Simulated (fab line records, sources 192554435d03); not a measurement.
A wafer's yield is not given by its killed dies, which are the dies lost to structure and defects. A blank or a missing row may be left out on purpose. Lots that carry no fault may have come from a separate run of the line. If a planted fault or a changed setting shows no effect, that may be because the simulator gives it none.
Matching of chambers -- flow n5_finfet -- 4 sister chambers for N5_MIM_BOT_ETCH_STRIP_01 on rie_diel-04
The step strips in O2. 14 wafers are shown with their chamber, then 7 later ones without.

## WAFERS PAIRED WITH THEIR CHAMBERS
wafer,chamber,showerhead_plenum_p_Torr (Torr),drypump_motor_current_A (A),oes_product_au (a.u.)
L075.1,2,2.02,5.9,0.82
L075.4,0,2.20,6.1,0.82
L075.6,2,2.02,5.9,0.83
L076.3,2,2.02,6.0,0.80
L076.5,0,2.19,6.2,0.79
L076.6,1,2.05,6.0,0.85
L077.1,3,2.06,6.5,0.94
L077.2,2,2.02,6.0,0.81
L077.4,0,2.19,6.1,0.81
L083.2,0,2.19,6.2,0.81
L083.4,1,2.04,6.0,0.81
L083.6,1,2.04,6.1,0.82
L091.1,2,2.01,5.9,0.78
L091.2,0,2.19,6.1,0.79

SIGNATURES, as means of the wafers listed above
reading,chamber 0,chamber 1,chamber 2,chamber 3,scatter within a chamber
showerhead_plenum_p_Torr,2.1920,2.0433,2.0180,2.0600,0.00476
drypump_motor_current_A,6.140,6.033,5.940,6.500,0.0554
oes_product_au,0.8040,0.8267,0.8080,0.9400,0.0175
Rule: a wafer's distance from a chamber is the root of the sum, over the readings, of the square of ((its reading less the chamber's mean) divided by the reading's scatter). If the next closest chamber is less than 2 further off than the closest, the wafer can't be placed; otherwise it belongs to the closest. The scatter: take each reading less its chamber's mean, square it, sum over the shown wafers, divide by the number of wafers less the number of chambers, and take the root.

## WAFERS WITHOUT THEIR CHAMBER
wafer,showerhead_plenum_p_Torr (Torr),drypump_motor_current_A (A),oes_product_au (a.u.)
L091.3,2.05,6.4,0.89
L091.4,2.01,5.9,0.77
L091.5,2.19,6.2,0.80
L091.6,2.05,6.5,0.88
L095.2,2.01,5.9,0.76
L095.3,2.04,6.5,0.84
L095.6,2.04,6.5,0.85

## THE CHAMBER EACH PASSED THROUGH
wafer,from the rows above,in truth
L091.3,3,3
L091.4,2,2
L091.5,0,0
L091.6,3,3
L095.2,2,2
L095.3,can't be placed: 3 or 1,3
L095.6,can't be placed: 3 or 1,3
Correct placement for 5 of the 7. Not placeable from these rows: 2 (in 2, the candidates include the true chamber). Wrongly placed: 0.
